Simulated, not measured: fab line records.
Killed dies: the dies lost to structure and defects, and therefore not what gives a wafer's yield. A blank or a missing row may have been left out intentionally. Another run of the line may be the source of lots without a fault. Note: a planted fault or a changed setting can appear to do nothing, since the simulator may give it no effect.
Struck lot and sound lot, side by side -- flow nandHarc -- 15 steps out of a route of 1302
Sound: these wafers, L627.3, L627.4, L627.5. Struck: wafer L622.1 (left out: L622.2, L622.5 of the same lot, which were not struck); the cause appears at the end.
Each step with rows lists, per side, the tool, then ch with its chambers, then its first start. Under that, the readings that differ: sound wafers -- struck wafers -- difference of the means -- sigmas: that difference in standard deviations of wafers without a fault.
alike: readings whose means differ by less than 2 such deviations, and words and numbers that are the same on both sides. not compared: withheld readings, readings that some wafer has no value for, bounds like >300 that may hide the same value, and numbers for which the record gives no deviation and whose values overlap.
The two part at a step that has a row with sigmas, a row that says differs or no value, or rows on one side only. When numbers do not overlap yet have no deviation, they are printed without sigmas and do not part them. Lack of a reading on every wafer of one side parts them only where that side has two or more wafers.

first, 8 steps without rows for these wafers: NHARC_THIN_TSV_DEHYDRATE_25 (time 120 s); NHARC_THIN_TSV_HMDS_26 (time 30 s); NHARC_THIN_TSV_COAT_27; NHARC_THIN_TSV_SOFTBAKE_28 (time 95 s); NHARC_THIN_TSV_EBR_29; NHARC_THIN_TSV_EXPOSE_30 (exposes mask PAD); NHARC_THIN_TSV_PEB_31 (peb time 85 s); NHARC_THIN_TSV_DEVELOP_32 (time 70 s).
NHARC_THIN_TSV_CD_MEAS_33: the cd target is 5000 nm.
  sound on cdSem-01 ch 0, day 30 05:53; struck on cdSem-03 ch 0, day 27 21:31
  alike: cdNm
then, 1 step without rows for these wafers: NHARC_THIN_TSV_HARDBAKE_34 (time 80 s).
NHARC_THIN_TSV_DESCUM_35: chemistry O2, time 3 s.
  sound on rieDiel-01 ch 0,2, day 30 06:03; struck on rieDiel-03 ch 3, day 27 21:42
  alike: drypumpMotorCurrentA, oesProductAu, rfVppV, showerheadPlenumPTorr, throttleValvePct
  not compared: rfHoursCounterH
NHARC_THIN_TSV_ETCH_59: etches the open film in Cl2/BCl3, target depth 880 nm, time 138.1 s.
  sound on rieMetal-01 ch 0,1, day 30 06:16; struck on rieMetal-02 ch 1, day 27 21:49
reading,sound,struck,difference,sigmas
rfHoursCounterH (h),- - -,0.0,no value on the sound wafers,
  alike: drypumpMotorCurrentA, oesProductAu, rfFwdPowerW, runLengthS, throttleValvePct
NHARC_THIN_TSV_ETCH_36: etches the open film in Cl2/BCl3, target depth 65 nm, time 18.571 s.
  sound on rieMetal-01 ch 0,1, day 30 06:28; struck on rieMetal-02 ch 0, day 27 22:05
reading,sound,struck,difference,sigmas
rfHoursCounterH (h),- - -,0.2,no value on the sound wafers,
runLengthS (s),40.4 39.8 39.9,34.1,-5.9,-15
  alike: drypumpMotorCurrentA, oesProductAu
NHARC_THIN_TSV_STRIP_56: strips in O2.
  sound on plasmaAsher-02 ch 0,1, day 30 06:39; struck on plasmaAsher-02 ch 1, day 27 22:11
reading,sound,struck,difference,sigmas
rfHoursCounterH (h),- - -,35,no value on the sound wafers,
  alike: drypumpMotorCurrentA, heaterPowerW
following that, these wafers have no rows for 1 step: NHARC_END_SORT_01.

## WHERE THEY PART
First at NHARC_THIN_TSV_ETCH_59; last, within this record, at NHARC_THIN_TSV_STRIP_56.

WHY: what the simulator had put in
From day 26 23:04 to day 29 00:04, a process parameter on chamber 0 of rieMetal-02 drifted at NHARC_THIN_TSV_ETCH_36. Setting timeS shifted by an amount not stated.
